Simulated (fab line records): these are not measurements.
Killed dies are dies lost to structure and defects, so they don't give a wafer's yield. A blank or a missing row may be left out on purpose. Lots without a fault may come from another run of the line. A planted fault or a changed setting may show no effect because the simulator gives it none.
The tool behind it: which one? + flow n5-finfet + 24 lots with 72 wafers sampled at 6 steps, on a route of 1938 steps

WHAT THE GAUGES SHOWED, per wafer
N5_BEOL_M4_RS_MEAS_58: uses a four-point probe to measure. Usual: M4_RS typically reads 0.677 ohm/sq, with standard deviation 0.029.
| lot  | measured     | on            | M4_RS (ohm/sq)    | flag |
|------|--------------|---------------|-------------------|------|
| L074 | day 8 00:23  | film-metro-02 | 0.714 0.701 0.715 |      |
| L075 | day 8 02:42  | film-metro-01 | 0.638 0.670 0.669 |      |
| L076 | day 8 07:19  | film-metro-02 | 0.689 0.703 0.673 |      |
| L077 | day 8 16:37  | film-metro-02 | 0.707 0.646 0.693 |      |
| L078 | day 8 22:57  | film-metro-02 | 0.671 0.627 0.663 |      |
| L079 | day 9 05:08  | film-metro-01 | 0.696 0.637 0.677 |      |
| L080 | day 9 08:26  | film-metro-02 | 0.663 0.696 0.689 |      |
| L083 | day 11 02:26 | film-metro-02 | 0.733 0.689 0.630 |      |
| L081 | day 10 03:46 | film-metro-02 | 0.690 0.690 0.632 |      |
| L082 | day 11 13:38 | film-metro-02 | 0.692 0.713 0.698 |      |
| L085 | day 11 15:32 | film-metro-02 | 0.650 0.693 0.667 |      |
| L084 | day 11 21:04 | film-metro-01 | 0.695 0.638 0.684 |      |
| L086 | day 11 20:04 | film-metro-01 | 0.669 0.661 0.684 |      |
| L087 | day 11 21:13 | film-metro-02 | 0.686 0.684 0.749 |      |
| L089 | day 12 22:20 | film-metro-01 | 0.677 0.700 0.612 |      |
| L090 | day 13 14:54 | film-metro-02 | 0.667 0.677 0.698 |      |
| L088 | day 13 00:09 | film-metro-02 | 0.654 0.703 0.650 |      |
| L091 | day 13 05:14 | film-metro-01 | 0.708 0.702 0.652 |      |
| L094 | day 13 08:09 | film-metro-01 | 0.663 0.681 0.628 |      |
| L093 | day 13 20:10 | film-metro-01 | 0.716 0.638 0.690 |      |
| L096 | day 14 01:34 | film-metro-02 | 0.681 0.646 0.660 |      |
| L092 | day 14 06:40 | film-metro-01 | 0.675 0.686 0.651 |      |
| L095 | day 14 05:49 | film-metro-01 | 0.706 0.682 0.649 |      |
| L097 | day 14 14:20 | film-metro-01 | 0.654 0.672 0.632 |      |

N5_BEOL_M5_CD_MEAS_11 targets a cd of 27.74 nm. Usual: 27.96 nm for cd-nm, sd 0.24.
| lot  | measured     | on        | cd-nm (nm)        | flag |
|------|--------------|-----------|-------------------|------|
| L074 | day 8 03:28  | cd-sem-01 | 27.57 28.09 27.91 |      |
| L075 | day 8 07:03  | cd-sem-03 | 27.74 27.57 27.95 |      |
| L076 | day 8 12:07  | cd-sem-02 | 27.58 28.11 27.86 |      |
| L077 | day 8 20:46  | cd-sem-02 | 28.10 28.48 28.17 |      |
| L078 | day 9 03:38  | cd-sem-01 | 28.44 28.00 28.44 |      |
| L079 | day 9 12:23  | cd-sem-03 | 27.70 28.32 28.19 |      |
| L080 | day 9 12:58  | cd-sem-01 | 28.24 28.12 28.14 |      |
| L083 | day 11 05:40 | cd-sem-03 | 27.64 27.89 27.69 |      |
| L081 | day 10 07:08 | cd-sem-01 | 27.86 27.74 27.58 |      |
| L082 | day 11 17:23 | cd-sem-03 | 27.73 27.96 28.09 |      |
| L085 | day 11 18:11 | cd-sem-01 | 27.89 28.14 28.05 |      |
| L084 | day 12 01:57 | cd-sem-02 | 27.75 27.52 28.12 |      |
| L086 | day 12 01:31 | cd-sem-01 | 27.95 28.30 27.98 |      |
| L087 | day 12 02:08 | cd-sem-02 | 27.91 27.94 28.11 |      |
| L089 | day 13 00:32 | cd-sem-02 | 28.48 27.73 27.91 |      |
| L090 | day 13 17:15 | cd-sem-02 | 28.09 28.21 27.80 |      |
| L088 | day 13 03:26 | cd-sem-02 | 28.41 28.17 27.85 |      |
| L091 | day 13 07:47 | cd-sem-02 | 27.86 27.80 28.02 |      |
| L094 | day 13 11:12 | cd-sem-02 | 28.19 28.55 27.81 |      |
| L093 | day 14 01:11 | cd-sem-02 | 28.06 27.64 28.15 |      |
| L096 | day 14 05:07 | cd-sem-02 | 28.20 27.66 27.98 |      |
| L092 | day 14 08:54 | cd-sem-01 | 27.93 27.98 27.95 |      |
| L095 | day 14 08:18 | cd-sem-02 | 27.56 27.82 27.87 |      |
| L097 | day 14 18:56 | cd-sem-01 | 28.20 27.84 27.88 |      |

TOOL THAT RAN EACH LOT (tool first, then ch and the chambers of the sampled wafers, then the start)
| lot  | N5_BEOL_M3_SPUTTER_96        | N5_BEOL_M3_PRE_CLEAN_60          | N5_BEOL_M4_SPUTTER_90        | N5_BEOL_M4_ANNEAL_91         |
|------|------------------------------|----------------------------------|------------------------------|------------------------------|
| L074 | pvd-sputter-01, day 7 09:03  | cvd-co-02 ch 0,1, day 7 09:52    | pvd-sputter-02, day 7 22:40  | pvd-sputter-02, day 7 22:45  |
| L075 | pvd-sputter-02, day 7 14:05  | cvd-co-02 ch 0,2, day 7 14:55    | pvd-sputter-03, day 8 00:59  | pvd-sputter-03, day 8 01:04  |
| L076 | pvd-sputter-01, day 7 14:18  | cvd-co-01 ch 0,1,2, day 7 15:08  | pvd-sputter-01, day 8 05:34  | pvd-sputter-01, day 8 05:38  |
| L077 | pvd-sputter-02, day 8 02:23  | cvd-co-01 ch 1,2, day 8 03:59    | pvd-sputter-01, day 8 14:31  | pvd-sputter-01, day 8 14:35  |
| L078 | pvd-sputter-01, day 8 02:40  | cvd-co-02 ch 0,2, day 8 04:06    | pvd-sputter-01, day 8 21:14  | pvd-sputter-01, day 8 21:19  |
| L079 | pvd-sputter-03, day 8 10:37  | cvd-co-01 ch 0,2, day 8 11:42    | pvd-sputter-03, day 9 03:25  | pvd-sputter-03, day 9 03:30  |
| L080 | pvd-sputter-03, day 8 19:53  | cvd-co-01 ch 1,2, day 8 20:49    | pvd-sputter-01, day 9 06:44  | pvd-sputter-01, day 9 06:49  |
| L083 | pvd-sputter-03, day 9 15:59  | cvd-co-01 ch 1,2, day 9 17:05    | pvd-sputter-03, day 11 00:44 | pvd-sputter-03, day 11 00:49 |
| L081 | pvd-sputter-01, day 9 16:09  | cvd-co-02 ch 0,1,2, day 9 17:10  | pvd-sputter-03, day 10 02:02 | pvd-sputter-03, day 10 02:07 |
| L082 | pvd-sputter-03, day 9 21:05  | cvd-co-01 ch 0,2, day 9 21:54    | pvd-sputter-02, day 11 11:56 | pvd-sputter-02, day 11 12:01 |
| L085 | pvd-sputter-02, day 10 03:07 | cvd-co-02 ch 0,1, day 10 03:57   | pvd-sputter-01, day 11 13:46 | pvd-sputter-01, day 11 13:51 |
| L084 | pvd-sputter-03, day 10 06:50 | cvd-co-02 ch 0,1, day 10 07:40   | pvd-sputter-01, day 11 19:21 | pvd-sputter-01, day 11 19:26 |
| L086 | pvd-sputter-02, day 10 11:44 | cvd-co-01 ch 0,2, day 10 12:39   | pvd-sputter-03, day 11 18:22 | pvd-sputter-03, day 11 18:26 |
| L087 | pvd-sputter-03, day 10 20:37 | cvd-co-01 ch 0,1, day 10 21:26   | pvd-sputter-02, day 11 19:29 | pvd-sputter-02, day 11 19:34 |
| L089 | pvd-sputter-02, day 11 17:25 | cvd-co-01 ch 0,1,2, day 11 18:34 | pvd-sputter-03, day 12 20:37 | pvd-sputter-03, day 12 20:42 |
| L090 | pvd-sputter-01, day 12 09:04 | cvd-co-02 ch 1,2, day 12 09:53   | pvd-sputter-02, day 13 13:08 | pvd-sputter-02, day 13 13:13 |
| L088 | pvd-sputter-02, day 12 13:50 | cvd-co-02 ch 0,1, day 12 14:40   | pvd-sputter-02, day 12 22:26 | pvd-sputter-02, day 12 22:31 |
| L091 | pvd-sputter-03, day 12 17:36 | cvd-co-02 ch 0,1,2, day 12 18:26 | pvd-sputter-01, day 13 03:25 | pvd-sputter-01, day 13 03:29 |
| L094 | pvd-sputter-03, day 12 19:26 | cvd-co-01 ch 0,1,2, day 12 20:27 | pvd-sputter-01, day 13 06:21 | pvd-sputter-01, day 13 06:26 |
| L093 | pvd-sputter-01, day 12 22:48 | cvd-co-01 ch 0,1,2, day 12 23:38 | pvd-sputter-03, day 13 18:27 | pvd-sputter-03, day 13 18:32 |
| L096 | pvd-sputter-03, day 12 23:26 | cvd-co-01 ch 0,1, day 13 01:19   | pvd-sputter-03, day 13 23:51 | pvd-sputter-03, day 13 23:56 |
| L092 | pvd-sputter-02, day 13 02:14 | cvd-co-01 ch 0,2, day 13 03:10   | pvd-sputter-03, day 14 04:57 | pvd-sputter-03, day 14 05:02 |
| L095 | pvd-sputter-02, day 13 10:12 | cvd-co-01 ch 0,1,2, day 13 11:03 | pvd-sputter-01, day 14 03:52 | pvd-sputter-01, day 14 03:56 |
| L097 | pvd-sputter-02, day 13 22:35 | cvd-co-01 ch 1,2, day 13 23:25   | pvd-sputter-03, day 14 12:22 | pvd-sputter-03, day 14 12:26 |
- N5_BEOL_M3_SPUTTER_96: material Cu, target thk 4.5 nm, time 8.29 s.
- N5_BEOL_M3_PRE_CLEAN_60: time 15 s.
- N5_BEOL_M4_SPUTTER_90: material Cu, target thk 4.5 nm, time 8.29 s.
- N5_BEOL_M4_ANNEAL_91: time 240 s.

AS READ BY THE TOOLS THEMSELVES (means over the sampled wafers that have a number; for cases with no such wafer, the mark the record gives instead)
N5_BEOL_M3_SPUTTER_96. Usual: chamber-pressure-pa 0.07 Pa, standard deviation 0.00015; chuck-gas-flow-sccm 1.26 sccm, standard deviation 0.055; throttle-valve-pct 30.1 %, standard deviation 1.
| lot  | tool           | chamber-pressure-pa (Pa) | chuck-gas-flow-sccm (sccm) | throttle-valve-pct (%) | flag |
|------|----------------|--------------------------|----------------------------|------------------------|------|
| L074 | pvd-sputter-01 | 0.07                     | 1.25                       | 30.6                   |      |
| L075 | pvd-sputter-02 | 0.07                     | 1.29                       | 28.8                   |      |
| L076 | pvd-sputter-01 | 0.07                     | 1.28                       | 30.8                   |      |
| L077 | pvd-sputter-02 | 0.07                     | 1.23                       | 30.0                   |      |
| L078 | pvd-sputter-01 | 0.07                     | 1.25                       | 30.4                   |      |
| L079 | pvd-sputter-03 | 0.07                     | 1.31                       | 30.0                   |      |
| L080 | pvd-sputter-03 | 0.07                     | 1.28                       | 29.6                   |      |
| L083 | pvd-sputter-03 | 0.07                     | 1.28                       | 29.1                   |      |
| L081 | pvd-sputter-01 | 0.07                     | 1.28                       | 29.9                   |      |
| L082 | pvd-sputter-03 | 0.07                     | 1.23                       | 30.4                   |      |
| L085 | pvd-sputter-02 | 0.07                     | 1.18                       | 30.5                   |      |
| L084 | pvd-sputter-03 | 0.07                     | 1.28                       | 29.6                   |      |
| L086 | pvd-sputter-02 | 0.07                     | 1.22                       | 30.0                   |      |
| L087 | pvd-sputter-03 | 0.07                     | 1.27                       | 29.6                   |      |
| L089 | pvd-sputter-02 | 0.07                     | 1.20                       | 31.0                   |      |
| L090 | pvd-sputter-01 | 0.07                     | 1.25                       | 30.5                   |      |
| L088 | pvd-sputter-02 | 0.07                     | 1.28                       | 30.0                   |      |
| L091 | pvd-sputter-03 | 0.07                     | 1.26                       | 29.7                   |      |
| L094 | pvd-sputter-03 | 0.07                     | 1.24                       | 30.2                   |      |
| L093 | pvd-sputter-01 | 0.07                     | 1.25                       | 31.0                   |      |
| L096 | pvd-sputter-03 | 0.07                     | 1.27                       | 29.6                   |      |
| L092 | pvd-sputter-02 | 0.07                     | 1.22                       | 29.4                   |      |
| L095 | pvd-sputter-02 | 0.07                     | 1.27                       | 29.8                   |      |
| L097 | pvd-sputter-02 | 0.07                     | 1.28                       | 29.9                   |      |

N5_BEOL_M3_PRE_CLEAN_60. Usual: heater-power-outer-w 23 W, standard deviation 5.9; heater-power-w 84 W, standard deviation 7.4.
| lot  | tool      | heater-power-outer-w (W) | heater-power-w (W) | flag |
|------|-----------|--------------------------|--------------------|------|
| L074 | cvd-co-02 | 24                       | 78                 |      |
| L075 | cvd-co-02 | 16                       | 74                 |      |
| L076 | cvd-co-01 | 22                       | 87                 |      |
| L077 | cvd-co-01 | 22                       | 83                 |      |
| L078 | cvd-co-02 | 16                       | 75                 |      |
| L079 | cvd-co-01 | 24                       | 88                 |      |
| L080 | cvd-co-01 | 22                       | 86                 |      |
| L083 | cvd-co-01 | 22                       | 84                 |      |
| L081 | cvd-co-02 | 22                       | 77                 |      |
| L082 | cvd-co-01 | 24                       | 89                 |      |
| L085 | cvd-co-02 | 24                       | 79                 |      |
| L084 | cvd-co-02 | 30                       | 80                 |      |
| L086 | cvd-co-01 | 24                       | 84                 |      |
| L087 | cvd-co-01 | 22                       | 90                 |      |
| L089 | cvd-co-01 | 23                       | 89                 |      |
| L090 | cvd-co-02 | 27                       | 80                 |      |
| L088 | cvd-co-02 | 29                       | 81                 |      |
| L091 | cvd-co-02 | 22                       | 77                 |      |
| L094 | cvd-co-01 | 23                       | 88                 |      |
| L093 | cvd-co-01 | 23                       | 88                 |      |
| L096 | cvd-co-01 | 22                       | 91                 |      |
| L092 | cvd-co-01 | 24                       | 86                 |      |
| L095 | cvd-co-01 | 23                       | 88                 |      |
| L097 | cvd-co-01 | 23                       | 84                 |      |

N5_BEOL_M4_SPUTTER_90. Usual: chamber-pressure-pa 0.07003 Pa, standard deviation 0.00014; chuck-gas-flow-sccm 1.25 sccm, standard deviation 0.047; throttle-valve-pct 30.2 %, standard deviation 0.99.
| lot  | tool           | chamber-pressure-pa (Pa) | chuck-gas-flow-sccm (sccm) | throttle-valve-pct (%) | flag |
|------|----------------|--------------------------|----------------------------|------------------------|------|
| L074 | pvd-sputter-02 | 0.07016                  | 1.28                       | 30.1                   |      |
| L075 | pvd-sputter-03 | 0.06984                  | 1.21                       | 29.2                   |      |
| L076 | pvd-sputter-01 | 0.06991                  | 1.25                       | 30.5                   |      |
| L077 | pvd-sputter-01 | 0.07003                  | 1.25                       | 30.6                   |      |
| L078 | pvd-sputter-01 | 0.07006                  | 1.28                       | 30.2                   |      |
| L079 | pvd-sputter-03 | 0.06999                  | 1.25                       | 30.1                   |      |
| L080 | pvd-sputter-01 | 0.06997                  | 1.22                       | 30.1                   |      |
| L083 | pvd-sputter-03 | 0.06998                  | 1.22                       | 30.4                   |      |
| L081 | pvd-sputter-03 | 0.06985                  | 1.26                       | 30.1                   |      |
| L082 | pvd-sputter-02 | 0.07012                  | 1.27                       | 29.9                   |      |
| L085 | pvd-sputter-01 | 0.06999                  | 1.26                       | 30.5                   |      |
| L084 | pvd-sputter-01 | 0.07011                  | 1.24                       | 30.5                   |      |
| L086 | pvd-sputter-03 | 0.07014                  | 1.26                       | 29.9                   |      |
| L087 | pvd-sputter-02 | 0.07006                  | 1.23                       | 30.6                   |      |
| L089 | pvd-sputter-03 | 0.07018                  | 1.34                       | 29.4                   |      |
| L090 | pvd-sputter-02 | 0.07019                  | 1.28                       | 30.6                   |      |
| L088 | pvd-sputter-02 | 0.06978                  | 1.23                       | 30.7                   |      |
| L091 | pvd-sputter-01 | 0.07001                  | 1.25                       | 29.9                   |      |
| L094 | pvd-sputter-01 | 0.07012                  | 1.26                       | 30.5                   |      |
| L093 | pvd-sputter-03 | 0.06993                  | 1.31                       | 30.7                   |      |
| L096 | pvd-sputter-03 | 0.06997                  | 1.24                       | 30.5                   |      |
| L092 | pvd-sputter-03 | 0.07007                  | 1.28                       | 30.2                   |      |
| L095 | pvd-sputter-01 | 0.07003                  | 1.20                       | 30.6                   |      |
| L097 | pvd-sputter-03 | 0.07001                  | 1.25                       | 30.0                   |      |

N5_BEOL_M4_ANNEAL_91. Usual: 836 W for heater-power-w, sd 76.
| lot  | tool           | heater-power-w (W) | flag |
|------|----------------|--------------------|------|
| L074 | pvd-sputter-02 | 835                |      |
| L075 | pvd-sputter-03 | 800                |      |
| L076 | pvd-sputter-01 | 883                |      |
| L077 | pvd-sputter-01 | 866                |      |
| L078 | pvd-sputter-01 | 795                |      |
| L079 | pvd-sputter-03 | 862                |      |
| L080 | pvd-sputter-01 | 817                |      |
| L083 | pvd-sputter-03 | 821                |      |
| L081 | pvd-sputter-03 | 819                |      |
| L082 | pvd-sputter-02 | 838                |      |
| L085 | pvd-sputter-01 | 799                |      |
| L084 | pvd-sputter-01 | 881                |      |
| L086 | pvd-sputter-03 | 860                |      |
| L087 | pvd-sputter-02 | 899                |      |
| L089 | pvd-sputter-03 | 849                |      |
| L090 | pvd-sputter-02 | 866                |      |
| L088 | pvd-sputter-02 | 893                |      |
| L091 | pvd-sputter-01 | 818                |      |
| L094 | pvd-sputter-01 | 797                |      |
| L093 | pvd-sputter-03 | 792                |      |
| L096 | pvd-sputter-03 | 833                |      |
| L092 | pvd-sputter-03 | 857                |      |
| L095 | pvd-sputter-01 | 879                |      |
| L097 | pvd-sputter-03 | 826                |      |

THE ANSWER, worked out from the rows above alone
Rule: lot off if the mean of its wafers having a number is beyond 3 standard deviations from the usual mean. A lot without any number at a reading at which 4 lots or more have one is off too. Any other lot the step has rows for is counted as sound. First the gauges in route order, then the tools' own readings, where a lot's mean is used as printed above. At the first step where some lot is off, the reading lying furthest off is the one used; lots without a number count as furthest.
Nothing can be told from this: no lot is off at any reading shown.

WHAT WAS PUT IN BY THE SIMULATOR
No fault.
